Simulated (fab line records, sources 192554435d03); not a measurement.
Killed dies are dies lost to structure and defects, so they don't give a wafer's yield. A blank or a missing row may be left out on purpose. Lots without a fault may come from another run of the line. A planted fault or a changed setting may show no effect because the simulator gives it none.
Chamber matching | flow n5_finfet | N5_BEOL_M8_CURE_75 on uv_cure-03: 3 sister chambers
The step cures SiCOH lowk, time 120 s. 6 wafers are shown with their chamber, then 10 later ones without.

WAFERS WITH THEIR CHAMBER
wafer  | chamber | wafer_temp_C_max | lamp_power_pct (%)
L082.5 | 0       | 371.6            | 52.28
L082.6 | 0       | 371.7            | 52.38
L086.3 | 2       | 371.4            | 52.41
L086.4 | 2       | 372.7            | 52.27
L093.1 | 1       | 372.3            | 52.22
L093.2 | 1       | 372.2            | 52.29

WAFERS WITHOUT THEIR CHAMBER
wafer  | wafer_temp_C_max | lamp_power_pct (%)
L093.4 | 372.5            | 52.29
L096.3 | 371.6            | 52.27
L096.5 | 371.6            | 52.37
L096.6 | 371.7            | 52.28
L095.1 | 372.3            | 52.30
L095.4 | 372.0            | 52.35
L095.5 | 372.7            | 52.31
L097.1 | 371.5            | 52.27
L097.5 | 371.6            | 52.41
L097.6 | 371.8            | 52.40

WHICH CHAMBER EACH WENT THROUGH
wafer  | from the rows above          | in truth
L093.4 | can't be placed: 1 or 2 or 0 | 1
L096.3 | can't be placed: 0 or 1 or 2 | 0
L096.5 | can't be placed: 0 or 2 or 1 | 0
L096.6 | can't be placed: 0 or 2 or 1 | 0
L095.1 | can't be placed: 1 or 2 or 0 | 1
L095.4 | can't be placed: 2 or 0 or 1 | 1
L095.5 | can't be placed: 1 or 2 or 0 | 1
L097.1 | can't be placed: 0 or 2 or 1 | 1
L097.5 | can't be placed: 0 or 2 or 1 | 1
L097.6 | can't be placed: 2 or 0 or 1 | 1
Placed correctly: 0 of 10. Can't be placed from these rows: 10 (the true chamber is among the candidates in 10). Placed wrongly: 0.
How it was worked out, from the rows above alone: a wafer's distance from a chamber is the root of the sum, over the readings, of the square of ((its reading less the chamber's mean) divided by the reading's scatter). The wafer belongs to the nearest chamber; if the next one is less than 2 further off, it can't be placed. A chamber's mean is the mean of its shown wafers. The scatter: the root of (the sum of the squares of (reading less its chamber's mean) over the shown wafers, divided by (wafers less chambers)).
